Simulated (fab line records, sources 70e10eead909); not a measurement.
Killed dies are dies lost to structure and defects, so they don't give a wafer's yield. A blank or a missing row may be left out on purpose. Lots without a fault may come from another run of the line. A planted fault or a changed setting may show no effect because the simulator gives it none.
Which tool did it? | flow nand_harc | 13 lots, 39 wafers sampled, at 5 steps of a route of 1159

WHAT THE GAUGES READ, wafer by wafer
NHARC_END_SORT_01.
lot  | measured     | on        | defect_limited_yield (%) | killed_at_array | killed_at_other | killed_at_periphery | killed_dies | killed_open | killed_short | sort_bin_2_pct (%) | sort_bin_3_pct (%) | sort_bin_4_pct (%) | sort_n_pass | sort_rim_yield_pct (%) | sort_yield_pct (%)
L562 | day 24 16:26 | prober-02 | 97.6 96.2 97.2           | 16 25 18        | 0 0 0           | 0 1 1               | 16 26 19    | 1 2 3       | 1 3 2        | 0.7 0.9 0.3        | 0 0.44 0.30        | 1.6 2.5 2.2        | 661 651 658 | 96.2 97.2 99.1         | 97.6 96.2 97.2
L574 | day 27 03:19 | prober-01 | 93.8 92.8 95.7           | 39 43 26        | 0 0 0           | 3 6 3               | 42 49 29    | 6 3 3       | 0 3 2        | 1.5 1.8 0.7        | 0.15 0 0.44        | 4.6 5.5 3.1        | 635 628 648 | 89.6 97.2 94.3         | 93.8 92.8 95.7

WHICH TOOL RAN EACH LOT (tool, then ch and the chambers of the sampled wafers, then the start)
lot  | NHARC_A_BLC_PVD_32                      | NHARC_A_M0_DEGAS_28          | NHARC_A_M0_PVD_21            | NHARC_A_M0_CMP_23
L562 | pvd_sputter-02, day 22 22:05 or earlier | pvd_sputter-01, day 22 22:05 | pvd_sputter-01, day 22 22:19 | cmp-01 ch 0,2,3, day 22 23:10
L563 | pvd_sputter-01, day 23 05:40 or earlier | pvd_sputter-03, day 23 05:40 | pvd_sputter-03, day 23 05:53 | cmp-04 ch 0,2,3, day 23 06:44
L561 | pvd_sputter-01, day 23 09:29 or earlier | pvd_sputter-01, day 23 09:29 | pvd_sputter-01, day 23 09:43 | cmp-02 ch 0,1, day 23 10:34
L560 | pvd_sputter-03, day 23 09:55 or earlier | pvd_sputter-01, day 23 09:55 | pvd_sputter-01, day 23 10:37 | cmp-04 ch 0,1,3, day 23 11:28
L565 | pvd_sputter-03, day 23 18:01 or earlier | pvd_sputter-03, day 23 18:01 | pvd_sputter-03, day 23 18:16 | cmp-04 ch 2,3, day 23 19:08
L569 | pvd_sputter-01, day 23 22:56 or earlier | pvd_sputter-01, day 23 22:56 | pvd_sputter-01, day 23 23:10 | cmp-01 ch 1,2,3, day 24 00:02
L572 | pvd_sputter-03, day 24 04:32 or earlier | pvd_sputter-01, day 24 04:32 | pvd_sputter-01, day 24 04:46 | cmp-02 ch 1,3, day 24 05:41
L570 | pvd_sputter-01, day 25 04:29 or earlier | pvd_sputter-01, day 25 04:29 | pvd_sputter-01, day 25 04:43 | cmp-04 ch 1,2, day 25 05:39
L574 | pvd_sputter-02, day 25 05:37 or earlier | pvd_sputter-02, day 25 05:37 | pvd_sputter-02, day 25 05:52 | cmp-02 ch 0,2, day 25 06:42
L578 | pvd_sputter-02, day 25 06:16 or earlier | pvd_sputter-02, day 25 06:16 | pvd_sputter-02, day 25 06:32 | cmp-01 ch 0,2,3, day 25 07:27
L580 | pvd_sputter-02, day 25 11:08 or earlier | pvd_sputter-03, day 25 11:08 | pvd_sputter-03, day 25 11:23 | cmp-04 ch 0,3, day 25 12:28
L579 | pvd_sputter-03, day 25 12:40 or earlier | pvd_sputter-03, day 25 12:40 | pvd_sputter-03, day 25 12:53 | cmp-02 ch 1,3, day 25 13:52
L582 | pvd_sputter-02, day 26 13:31 or earlier | pvd_sputter-02, day 26 13:31 | pvd_sputter-02, day 26 13:45 | cmp-02 ch 1,2,3, day 26 14:37
- NHARC_A_BLC_PVD_32: deposits Ti, target thk 5 nm, time 17.7 s.
- NHARC_A_M0_DEGAS_28: time 60 s.
- NHARC_A_M0_PVD_21: deposits Cu, target thk 30 nm, time 20.49 s.
- NHARC_A_M0_CMP_23: polishes, t overpolish 20 s, target thk 113.75 nm.

WHAT THE TOOLS THEMSELVES READ (means of the sampled wafers that have a number; where no wafer has one, the mark that the record gives instead)
NHARC_A_BLC_PVD_32.
lot  | tool           | cathode_dc_power_W (W) | throttle_valve_pct (%)
L562 | pvd_sputter-02 | 4999.5                 | 30.1
L563 | pvd_sputter-01 | 4999.8                 | 30.7
L561 | pvd_sputter-01 | 5000.2                 | 30.8
L560 | pvd_sputter-03 | 5000.7                 | 29.6
L565 | pvd_sputter-03 | 4999.9                 | 29.5
L569 | pvd_sputter-01 | 5000.7                 | 30.2
L572 | pvd_sputter-03 | 5000.2                 | 29.7
L570 | pvd_sputter-01 | 5001.0                 | 30.1
L574 | pvd_sputter-02 | 4999.9                 | 30.3
L578 | pvd_sputter-02 | 4999.7                 | 29.3
L580 | pvd_sputter-02 | 4999.5                 | 29.4
L579 | pvd_sputter-03 | 5000.0                 | 29.6
L582 | pvd_sputter-02 | 4999.8                 | 29.6

NHARC_A_M0_DEGAS_28.
lot  | tool           | heater_power_w (W)
L562 | pvd_sputter-01 | 366
L563 | pvd_sputter-03 | 308
L561 | pvd_sputter-01 | 354
L560 | pvd_sputter-01 | 353
L565 | pvd_sputter-03 | 315
L569 | pvd_sputter-01 | 363
L572 | pvd_sputter-01 | 377
L570 | pvd_sputter-01 | 376
L574 | pvd_sputter-02 | 344
L578 | pvd_sputter-02 | 364
L580 | pvd_sputter-03 | 308
L579 | pvd_sputter-03 | 310
L582 | pvd_sputter-02 | 371

NHARC_A_M0_PVD_21.
lot  | tool           | cathode_dc_power_W (W) | throttle_valve_pct (%)
L562 | pvd_sputter-01 | 4999.8                 | 30.6
L563 | pvd_sputter-03 | 4999.6                 | 29.5
L561 | pvd_sputter-01 | 4998.9                 | 30.6
L560 | pvd_sputter-01 | 4999.8                 | 30.0
L565 | pvd_sputter-03 | 5000.2                 | 29.6
L569 | pvd_sputter-01 | 5001.0                 | 30.4
L572 | pvd_sputter-01 | 5061.4                 | 30.7
L570 | pvd_sputter-01 | 5061.6                 | 30.4
L574 | pvd_sputter-02 | 4999.6                 | 29.5
L578 | pvd_sputter-02 | 5000.0                 | 28.9
L580 | pvd_sputter-03 | 4999.4                 | 29.1
L579 | pvd_sputter-03 | 5000.6                 | 29.2
L582 | pvd_sputter-02 | 4998.9                 | 29.3

NHARC_A_M0_CMP_23.
lot  | tool   | motor_current_A (A) | time_to_endpoint_s (s)
L562 | cmp-01 | 12.2                | 32.4
L563 | cmp-04 | 12.2                | 28.4
L561 | cmp-02 | 12.7                | 25.0
L560 | cmp-04 | 11.9                | 30.0
L565 | cmp-04 | 12.5                | 29.0
L569 | cmp-01 | 12.5                | 32.1
L572 | cmp-02 | 10.7                | 28.3
L570 | cmp-04 | 12.5                | 31.9
L574 | cmp-02 | 12.9                | 27.0
L578 | cmp-01 | 12.1                | 33.8
L580 | cmp-04 | 12.1                | 29.3
L579 | cmp-02 | 11.0                | 29.8
L582 | cmp-02 | 11.2                | 28.0

THE ANSWER, worked out from the rows above alone
Rule: what is usual is taken from the lots themselves. Put in order of their means at a reading, lots are off if they are a third of the lots or fewer, leave a main group of 4 or more, and stand apart from it by a gap of 3 or more times the standard deviation of the main group's means; of several such gaps the widest counts. A main group whose means are all the same, to the digits that the tables above print for the reading, isn't used. A lot without any number at a reading at which 4 lots or more have one is off too. The other lots that the step has rows for count as sound. The gauges are gone through in route order, then the tools' own readings, and for those a lot's mean is taken as printed above. The first step at which some lot is off is used, and at that step the reading that is off furthest; a lot without a number counts as furthest.
Off: L572, L570, at NHARC_A_M0_PVD_21 (cathode_dc_power_W). The main group: mean 4999.8 W, standard deviation 0.61.
A tool fits if, at that step or a process step before it, it ran every lot that is off, and no sound lot after the first of them. NHARC_A_BLC_PVD_32 gives no start for some lots, so the hours and the order of its lots are those of NHARC_A_M0_DEGAS_28. One fits: pvd_sputter-01 at NHARC_A_M0_DEGAS_28 and NHARC_A_M0_PVD_21. At NHARC_A_M0_DEGAS_28 its last sound lot is L569 (day 23 22:56), its first lot that is off L572 (day 24 04:32): a fault that began between those two fits.

WHAT THE SIMULATOR HAD PUT IN
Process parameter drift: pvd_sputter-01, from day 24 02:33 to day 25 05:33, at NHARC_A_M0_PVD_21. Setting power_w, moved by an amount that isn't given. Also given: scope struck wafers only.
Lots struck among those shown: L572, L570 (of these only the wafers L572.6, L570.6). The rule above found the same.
